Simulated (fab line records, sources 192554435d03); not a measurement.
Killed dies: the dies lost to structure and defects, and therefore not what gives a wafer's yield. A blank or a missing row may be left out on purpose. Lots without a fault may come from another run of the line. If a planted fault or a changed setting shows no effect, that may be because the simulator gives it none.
Split-lot study / flow n5 finfet / 21 wafers read across 7 lots, on a route 1938 steps long

== SPLIT DETAILS ==
At N5_BEOL_M10_EXPOSE_25 (exposes mask V9), the setting dose mj was moved away from the recipe's 85.5 on 6 of the 21 wafers read, by -4.9% to +5.6%. The other wafers ran this setting at the recipe's value.

== FROM THE SPLIT TO THE READING: what the file shows between them, 2 steps ==
- N5_BEOL_M10_PEB_26: peb time 60 s
- N5_BEOL_M10_DEVELOP_27: develop time 30 s

== THE READING ==
cd nm at N5_BEOL_M10_CD_MEAS_28, given in nm (cd target 70 nm). Typical for fault-free wafers on this fab line: 70.1 nm, with standard deviation 0.85 nm.

wafer=L074.1; tool, chamber at the split=arfi scanner-01, 0; dose mj as run=82.62; against the recipe=-3.4%; cd nm, nm=67.2; against lot-mates on the recipe=-2.0
wafer=L074.2; tool, chamber at the split=arfi scanner-01, 0; dose mj as run=85.5; against the recipe=recipe; cd nm, nm=68.8; against lot-mates on the recipe=-
wafer=L074.6; tool, chamber at the split=arfi scanner-01, 0; dose mj as run=85.5; against the recipe=recipe; cd nm, nm=69.7; against lot-mates on the recipe=-
wafer=L076.1; tool, chamber at the split=arfi scanner-02, 0; dose mj as run=85.5; against the recipe=recipe; cd nm, nm=70.7; against lot-mates on the recipe=-
wafer=L076.3; tool, chamber at the split=arfi scanner-02, 0; dose mj as run=85.5; against the recipe=recipe; cd nm, nm=70.4; against lot-mates on the recipe=-
wafer=L076.6; tool, chamber at the split=arfi scanner-02, 0; dose mj as run=85.5; against the recipe=recipe; cd nm, nm=70.5; against lot-mates on the recipe=-
wafer=L079.2; tool, chamber at the split=arfi scanner-02, 0; dose mj as run=85.5; against the recipe=recipe; cd nm, nm=69.4; against lot-mates on the recipe=-
wafer=L079.4; tool, chamber at the split=arfi scanner-02, 0; dose mj as run=85.5; against the recipe=recipe; cd nm, nm=69.3; against lot-mates on the recipe=-
wafer=L079.6; tool, chamber at the split=arfi scanner-02, 0; dose mj as run=85.5; against the recipe=recipe; cd nm, nm=69.9; against lot-mates on the recipe=-
wafer=L081.3; tool, chamber at the split=arfi scanner-02, 0; dose mj as run=85.5; against the recipe=recipe; cd nm, nm=69.4; against lot-mates on the recipe=-
wafer=L081.4; tool, chamber at the split=arfi scanner-02, 0; dose mj as run=85.5; against the recipe=recipe; cd nm, nm=69.6; against lot-mates on the recipe=-
wafer=L081.6; tool, chamber at the split=arfi scanner-02, 0; dose mj as run=85.5; against the recipe=recipe; cd nm, nm=69.6; against lot-mates on the recipe=-
wafer=L095.1; tool, chamber at the split=arfi scanner-01, 0; dose mj as run=85.5; against the recipe=recipe; cd nm, nm=71.1; against lot-mates on the recipe=-
wafer=L095.4; tool, chamber at the split=arfi scanner-01, 0; dose mj as run=81.27; against the recipe=-4.9%; cd nm, nm=67.4; against lot-mates on the recipe=-3.7
wafer=L095.5; tool, chamber at the split=arfi scanner-01, 0; dose mj as run=81.27; against the recipe=-4.9%; cd nm, nm=67.1; against lot-mates on the recipe=-4.0
wafer=L097.1; tool, chamber at the split=arfi scanner-01, 0; dose mj as run=85.5; against the recipe=recipe; cd nm, nm=71.1; against lot-mates on the recipe=-
wafer=L097.2; tool, chamber at the split=arfi scanner-01, 0; dose mj as run=89.96; against the recipe=+5.2%; cd nm, nm=75.2; against lot-mates on the recipe=+4.8
wafer=L097.5; tool, chamber at the split=arfi scanner-01, 0; dose mj as run=85.5; against the recipe=recipe; cd nm, nm=69.7; against lot-mates on the recipe=-
wafer=L094.1; tool, chamber at the split=arfi scanner-02, 0; dose mj as run=85.5; against the recipe=recipe; cd nm, nm=68.5; against lot-mates on the recipe=-
wafer=L094.3; tool, chamber at the split=arfi scanner-02, 0; dose mj as run=90.31; against the recipe=+5.6%; cd nm, nm=74.0; against lot-mates on the recipe=+5.5
wafer=L094.6; tool, chamber at the split=arfi scanner-02, 0; dose mj as run=90.31; against the recipe=+5.6%; cd nm, nm=74.1; against lot-mates on the recipe=+5.6

FIT RESULTS
A straight line over all 21 wafers: cd nm changes by +0.725 nm for each +1% of dose mj; r = +0.93; the points scatter about the line by 0.81 nm.
The same after taking each lot's own level away (the mean of its wafers on the recipe; 21 wafers): +0.875 nm for each +1%; r = +0.99; scatter 0.42 nm.
According to that fit, moving dose mj by its largest amount changes the reading by 4.9 nm.
From 68.50 to 71.10 nm: that is the span of the lots' own levels, equal to 3.1 times the standard deviation above.
In other words, the slope is changed by the lot-to-lot level; the two fits disagree.
Check: for one of the wafers moved furthest among these (+5.6%), held out of the fit, the line's prediction against its lot-mates is +4.95 nm. It came out at +5.5 nm against them.

== OTHER SPLITS ON THESE WAFERS ==
These wafers also went through other splits before the reading. Each is held against what the fit with the lots' levels taken away leaves over:
other split on the same wafers=N5_BEOL_M9_TRENCH_ETCH_37 bias w; wafers away from the commonest value=7; r with cd nm (lot level and that fit taken away)=-0.19
other split on the same wafers=N5_BEOL_M10_COAT_64 spin rpm; wafers away from the commonest value=7; r with cd nm (lot level and that fit taken away)=+0.05

== FILE'S OWN FIT ==
cd nm changes by +0.871 nm for each +1% of dose mj, r = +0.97.
